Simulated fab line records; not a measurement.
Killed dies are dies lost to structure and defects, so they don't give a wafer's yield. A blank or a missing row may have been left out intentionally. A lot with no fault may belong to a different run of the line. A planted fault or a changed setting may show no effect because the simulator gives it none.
The tool behind it: which one? | flow n5-finfet | 7 lots, 21 wafers sampled, at 8 steps of a route of 1938

## WHAT EACH GAUGE READ, for each wafer
N5_BEOL_M9_INSPECT_30: inspects for defects (brightfield).
lot  | measured     | on                | raw-defect-count
L560 | day 11 02:31 | defect-inspect-01 | 265 352 285
L563 | day 11 18:00 | defect-inspect-02 | 489 625 449
L569 | day 13 16:22 | defect-inspect-01 | 412 534 394
L572 | day 14 10:51 | defect-inspect-01 | 280 338 389
L574 | day 14 16:31 | defect-inspect-01 | 274 296 382
L575 | day 14 19:58 | defect-inspect-02 | 546 355 318
L576 | day 15 12:04 | defect-inspect-02 | 599 375 464

N5_BEOL_M9_OCD_MEAS_38.
lot  | measured     | on     | trench-depth-nm (nm)
L560 | day 11 03:01 | ocd-02 | 150.6 201.9 203.3
L563 | day 11 18:29 | ocd-02 | 150.5 150.0 197.7
L569 | day 13 16:51 | ocd-02 | 149.9 150.0 154.2
L572 | day 14 11:22 | ocd-01 | 150.5 151.2 144.9
L574 | day 14 17:07 | ocd-02 | 148.1 149.9 147.8
L575 | day 14 20:37 | ocd-02 | 145.4 150.8 150.3
L576 | day 15 12:43 | ocd-02 | 154.3 149.1 152.1

N5_BEOL_M9_THK_MEAS_53: measures by xrf.
lot  | measured     | on            | M9_THK (nm)
L560 | day 11 05:52 | film-metro-02 | 135.2 185.5 188.9
L563 | day 11 20:56 | film-metro-02 | 136.2 136.2 182.2
L569 | day 13 19:09 | film-metro-02 | 135.5 135.0 140.2
L572 | day 14 15:03 | film-metro-01 | 136.0 136.7 129.8
L574 | day 14 19:38 | film-metro-01 | 134.8 136.6 134.2
L575 | day 15 00:45 | film-metro-01 | 130.7 136.2 135.5
L576 | day 15 17:19 | film-metro-02 | 144.7 138.1 140.6

N5_BEOL_M9_RS_MEAS_57: measures by four-point-probe.
lot  | measured     | on            | M9_RS (ohm/sq)
L560 | day 11 06:01 | film-metro-02 | 0.153 0.109 0.108
L563 | day 11 21:04 | film-metro-01 | 0.152 0.152 0.110
L569 | day 13 19:17 | film-metro-01 | 0.153 0.154 0.148
L572 | day 14 15:11 | film-metro-01 | 0.152 0.151 0.159
L574 | day 14 19:47 | film-metro-02 | 0.153 0.151 0.154
L575 | day 15 00:53 | film-metro-02 | 0.161 0.154 0.154
L576 | day 15 17:29 | film-metro-02 | 0.145 0.152 0.150

N5_BEOL_M15_RC_MEAS_101.
lot  | measured     | on        | COMB_M10 (S/m)             | COMB_M11 (S/m)             | COMB_M12 (S/m)          | COMB_M13 (S/m)          | COMB_M13_max_site (S/m)  | COMB_M14 (S/m)          | COMB_M15 (S/m)          | COMB_M5 (S/m)           | COMB_M6 (S/m)           | COMB_M7 (S/m)           | COMB_M8 (S/m)           | SERP_M10 (ohm/um) | SERP_M11 (ohm/um) | SERP_M12 (ohm/um) | SERP_M13 (ohm/um) | SERP_M14 (ohm/um) | SERP_M5 (ohm/um) | SERP_M6 (ohm/um) | SERP_M7 (ohm/um) | SERP_M8 (ohm/um) | SERP_M8_max_site (ohm/um) | SERP_M9 (ohm/um) | SERP_M9_max_site (ohm/um)
L560 | day 13 01:35 | prober-01 | 1.32e-11 1.29e-11 1.39e-11 | 1.84e-11 1.22e-11 1.15e-11 | 5.3e-12 5.9e-12 7.7e-12 | 3.8e-12 4.6e-12 6.7e-12 | 5.9e-12 6.9e-12 1.04e-11 | 3.5e-12 3.1e-12 3.5e-12 | 2.8e-12 4e-12 3e-12     | 4.7e-11 4.6e-11 4.1e-11 | 3.6e-11 2e-11 2.5e-11   | 2.3e-11 2.6e-11 2.1e-11 | 1.8e-11 2.6e-11 2.5e-11 | 3.09 3.12 3.10    | 3.09 2.97 2.98    | 0.625 0.609 0.603 | 0.313 0.303 0.311 | 0.156 0.158 0.157 | 39.4 40.8 40.9   | 13.6 13.1 13.5   | 13.8 13.9 14.4   | 13.9 13.8 14.0   | 14.1 14.2 14.6            | 3.08 2.21 2.15   | 3.20 2.26 2.23
L563 | day 13 16:10 | prober-01 | 1.33e-11 1.43e-11 1.68e-11 | 1.73e-11 1.4e-11 1.66e-11  | 7.4e-12 7.6e-12 7.2e-12 | 6.1e-12 4.9e-12 5.4e-12 | 7.4e-12 6.9e-12 7.2e-12  | 3.7e-12 3.9e-12 3.6e-12 | 4.2e-12 3.8e-12 4.1e-12 | 3.6e-11 3.5e-11 2.8e-11 | 2.1e-11 2.5e-11 2.4e-11 | 3.2e-11 2.8e-11 2.3e-11 | 2.4e-11 2.3e-11 2.7e-11 | 2.97 2.99 2.99    | 3.20 3.19 3.11    | 0.655 0.640 0.640 | 0.313 0.301 0.309 | 0.165 0.161 0.166 | 38.8 39.7 39.3   | 13.3 13.3 13.7   | 13.7 13.1 14.0   | 13.6 14.6 13.8   | 14.4 15.0 15.2            | 3.03 3.11 2.24   | 3.20 3.25 2.31
L569 | day 15 15:35 | prober-02 | 1.74e-11 1.43e-11 1.04e-11 | 1.68e-11 1.75e-11 1.39e-11 | 6e-12 5.9e-12 4.1e-12   | 5.5e-12 5e-12 4.4e-12   | 7e-12 6e-12 7.2e-12      | 3.4e-12 3.2e-12 3.2e-12 | 2.5e-12 2.5e-12 2.9e-12 | 2.6e-11 3.5e-11 2.7e-11 | 1.8e-11 2.4e-11 1.7e-11 | 1.9e-11 2.3e-11 1.5e-11 | 3.3e-11 2.3e-11 2.3e-11 | 3.00 3.05 3.07    | 3.11 3.08 2.95    | 0.617 0.643 0.644 | 0.313 0.311 0.308 | 0.158 0.163 0.157 | 40.6 40.9 39.8   | 13.3 14.1 13.8   | 14.2 13.7 13.5   | 13.6 13.3 13.1   | 14.2 13.5 13.5            | 3.14 3.17 3.04   | 3.19 3.24 3.09
L572 | day 16 07:27 | prober-01 | 9.4e-12 1.17e-11 1.22e-11  | 1.75e-11 1.83e-11 1.2e-11  | 8e-12 8.1e-12 7.3e-12   | 6.3e-12 4.7e-12 7e-12   | 9.8e-12 6.7e-12 1.12e-11 | 4.1e-12 4.6e-12 4.7e-12 | 2.7e-12 3.2e-12 3e-12   | 2.9e-11 2.8e-11 3.2e-11 | 2.4e-11 3.1e-11 2.1e-11 | 3.5e-11 2.4e-11 2.4e-11 | 3e-11 3.1e-11 2.5e-11   | 3.05 2.95 2.95    | 3.10 3.01 2.96    | 0.628 0.647 0.643 | 0.301 0.304 0.313 | 0.165 0.163 0.165 | 41.1 39.9 40.4   | 14.3 13.5 14.0   | 14.2 13.9 13.9   | 14.1 13.7 14.6   | 14.4 14.6 15.0            | 3.12 3.03 3.23   | 3.19 3.25 3.26
L574 | day 16 22:34 | prober-02 | 1.14e-11 1.41e-11 1.36e-11 | 9.6e-12 1.73e-11 1.45e-11  | 3.5e-12 3.6e-12 4.4e-12 | 4e-12 3.7e-12 3.9e-12   | 6e-12 6.4e-12 4.8e-12    | 3.3e-12 4.8e-12 2.4e-12 | 1.8e-12 2.1e-12 2.3e-12 | 2.9e-11 3.6e-11 4.2e-11 | 2.8e-11 2.9e-11 2.6e-11 | 2.2e-11 1.5e-11 2.2e-11 | 2.8e-11 2.6e-11 2e-11   | 3.06 2.95 3.03    | 3.13 3.03 3.09    | 0.629 0.623 0.627 | 0.311 0.309 0.310 | 0.163 0.161 0.165 | 39.1 40.0 40.1   | 13.4 13.4 13.7   | 14.1 14.0 13.8   | 13.8 13.0 13.5   | 14.8 13.3 14.0            | 3.11 3.10 3.14   | 3.20 3.13 3.18
L575 | day 17 04:10 | prober-01 | 1.42e-11 1.66e-11 1.82e-11 | 1.38e-11 1.12e-11 1.35e-11 | 8.1e-12 7.9e-12 7.9e-12 | 5.9e-12 6.5e-12 8.2e-12 | 8.1e-12 8.9e-12 1.33e-11 | 5.5e-12 4.3e-12 5.6e-12 | 3.2e-12 3.1e-12 4.1e-12 | 2.7e-11 3.2e-11 3.5e-11 | 2.7e-11 3.1e-11 3e-11   | 2.4e-11 2.3e-11 3e-11   | 2.9e-11 2.2e-11 2.7e-11 | 2.96 3.09 3.10    | 3.13 3.14 3.16    | 0.651 0.638 0.666 | 0.306 0.301 0.314 | 0.159 0.159 0.164 | 37.8 38.4 38.4   | 13.9 13.2 13.5   | 13.5 13.8 13.7   | 13.3 13.6 13.7   | 14.0 14.4 14.3            | 3.26 3.07 3.12   | 3.40 3.12 3.18
L576 | day 17 16:11 | prober-02 | 1.33e-11 1.63e-11 1.62e-11 | 1.29e-11 1.14e-11 1.19e-11 | 8.1e-12 6.3e-12 7e-12   | 4.4e-12 4.5e-12 4.1e-12 | 5.8e-12 7.2e-12 7.2e-12  | 2.7e-12 2.2e-12 2.1e-12 | 2.7e-12 1.9e-12 1.8e-12 | 3.3e-11 4.5e-11 3.4e-11 | 2.1e-11 2.1e-11 2.9e-11 | 3.1e-11 2.3e-11 2.4e-11 | 1.4e-11 1.8e-11 1.8e-11 | 3.12 3.15 3.14    | 2.98 3.03 3.11    | 0.649 0.648 0.631 | 0.311 0.307 0.311 | 0.160 0.159 0.159 | 38.9 40.1 40.4   | 13.9 14.1 14.3   | 14.9 14.5 14.2   | 13.5 13.8 13.7   | 13.8 14.7 14.4            | 2.95 3.16 3.04   | 3.04 3.20 3.18

## WHAT TOOL EACH LOT RAN ON (gives the tool, then ch and the chambers of the sampled wafers, and finally the start)
lot  | N5_BEOL_M9_DESCUM_33               | N5_BEOL_M9_TRENCH_ETCH_37          | N5_BEOL_M9_PRE_CLEAN_45
L560 | rie-diel-03 ch 0,2,3, day 11 02:34 | rie-diel-03 ch 0,2,3, day 11 02:50 | pvd-sputter-01, day 11 04:01
L563 | rie-diel-03 ch 0,2,3, day 11 18:02 | rie-diel-03 ch 0,2,3, day 11 18:19 | pvd-sputter-03, day 11 19:08
L569 | rie-diel-05 ch 0,1,3, day 13 16:24 | rie-diel-05 ch 0,1,3, day 13 16:41 | pvd-sputter-03, day 13 17:37
L572 | rie-diel-03 ch 1,2,3, day 14 10:55 | rie-diel-03 ch 1,2,3, day 14 11:11 | pvd-sputter-01, day 14 11:55
L574 | rie-diel-06 ch 0,1,2, day 14 16:40 | rie-diel-06 ch 0,1,2, day 14 16:57 | pvd-sputter-02, day 14 18:09
L575 | rie-diel-03 ch 1,2,3, day 14 20:09 | rie-diel-03 ch 1,2,3, day 14 20:26 | pvd-sputter-01, day 14 23:23
L576 | rie-diel-05 ch 1,2,3, day 15 12:15 | rie-diel-05 ch 1,2,3, day 15 12:32 | pvd-sputter-03, day 15 13:44
- N5_BEOL_M9_DESCUM_33: chemistry O2, time 7 s.
- N5_BEOL_M9_TRENCH_ETCH_37: etches SiCOH lowk in C4F6/O2, target depth 151.43 nm, time 49 s.
- N5_BEOL_M9_PRE_CLEAN_45: time 30 s.

## WHAT THE TOOLS THEMSELVES READ (means of the sampled wafers that have a number; where no wafer has one, the mark that the record gives instead)
N5_BEOL_M9_DESCUM_33.
lot  | tool        | drypump-motor-current-A (A) | oes-product-au (a.u.) | rf-vpp-V (V) | showerhead-plenum-p-Torr (Torr) | throttle-valve-pct (%)
L560 | rie-diel-03 | 5.1                         | 0.81                  | 243.7        | 2.10                            | 20.23
L563 | rie-diel-03 | 5.1                         | 0.80                  | 242.9        | 2.10                            | 20.23
L569 | rie-diel-05 | 5.4                         | 0.77                  | 244.1        | 2.15                            | 20.38
L572 | rie-diel-03 | 5.0                         | 0.78                  | 242.8        | 2.09                            | 20.25
L574 | rie-diel-06 | 5.5                         | 0.76                  | 242.3        | 2.03                            | 20.71
L575 | rie-diel-03 | 5.0                         | 0.78                  | 242.8        | 2.09                            | 20.24
L576 | rie-diel-05 | 5.7                         | 0.81                  | 244.4        | 2.14                            | 20.47

N5_BEOL_M9_TRENCH_ETCH_37.
lot  | tool        | bias-w (W) | drypump-motor-current-A (A) | oes-product-au (a.u.) | rf-vpp-V (V) | run-length-s (s) | showerhead-plenum-p-Torr (Torr) | throttle-valve-pct (%)
L560 | rie-diel-03 | 185.4      | 5.1                         | 0.81                  | 666          | 83.2             | 2.86                            | 20.74
L563 | rie-diel-03 | 184.7      | 5.1                         | 0.80                  | 665          | 78.0             | 2.86                            | 20.75
L569 | rie-diel-05 | 184.7      | 5.4                         | 0.77                  | 664          | 72.4             | 2.93                            | 20.93
L572 | rie-diel-03 | 184.9      | 5.0                         | 0.78                  | 660          | 72.6             | 2.86                            | 20.80
L574 | rie-diel-06 | 184.7      | 5.5                         | 0.74                  | 665          | 72.5             | 2.77                            | 21.23
L575 | rie-diel-03 | 184.1      | 5.0                         | 0.78                  | 660          | 72.6             | 2.86                            | 20.81
L576 | rie-diel-05 | 185.7      | 5.7                         | 0.81                  | 667          | 72.3             | 2.91                            | 21.00

N5_BEOL_M9_PRE_CLEAN_45.
lot  | tool           | heater-power-w (W)
L560 | pvd-sputter-01 | 317
L563 | pvd-sputter-03 | 309
L569 | pvd-sputter-03 | 316
L572 | pvd-sputter-01 | 314
L574 | pvd-sputter-02 | 317
L575 | pvd-sputter-01 | 318
L576 | pvd-sputter-03 | 310

## THE ANSWER, worked out from the rows above alone
Rule: what is usual is taken from the lots themselves. The widest of any qualifying gaps counts: lots, ordered by their means at a reading, are off when they make up no more than a third of the lots, leave a main group of 4 or more, and stand apart from it by 3 or more times the standard deviation of that group's means. The tables above print the reading to a certain number of digits; a main group whose means all agree to those digits is not used. Also off: a lot with no number at a reading for which 4 or more lots have one. Any other lot the step has rows for is counted as sound. The gauges are gone through in route order, then the tools' own readings, and for those a lot's mean is taken as printed above. The first step at which some lot is off is used, and at that step the reading that is off furthest; a lot without a number counts as furthest.
Off, at N5_BEOL_M9_OCD_MEAS_38 on trench-depth-nm: L560, L563. The main group has a mean of 149.9 nm with a standard deviation of 1.4.
A tool fits if, at a process step before that reading, it ran every lot that is off, and no sound lot after the first of them. The gauges at N5_BEOL_M9_OCD_MEAS_38 aren't tried: what is off there is off at N5_BEOL_M9_THK_MEAS_53 too, on other tools, and a gauge's error can't cause that. Of those tried, none fits.

## WHAT THE SIMULATOR PUT IN
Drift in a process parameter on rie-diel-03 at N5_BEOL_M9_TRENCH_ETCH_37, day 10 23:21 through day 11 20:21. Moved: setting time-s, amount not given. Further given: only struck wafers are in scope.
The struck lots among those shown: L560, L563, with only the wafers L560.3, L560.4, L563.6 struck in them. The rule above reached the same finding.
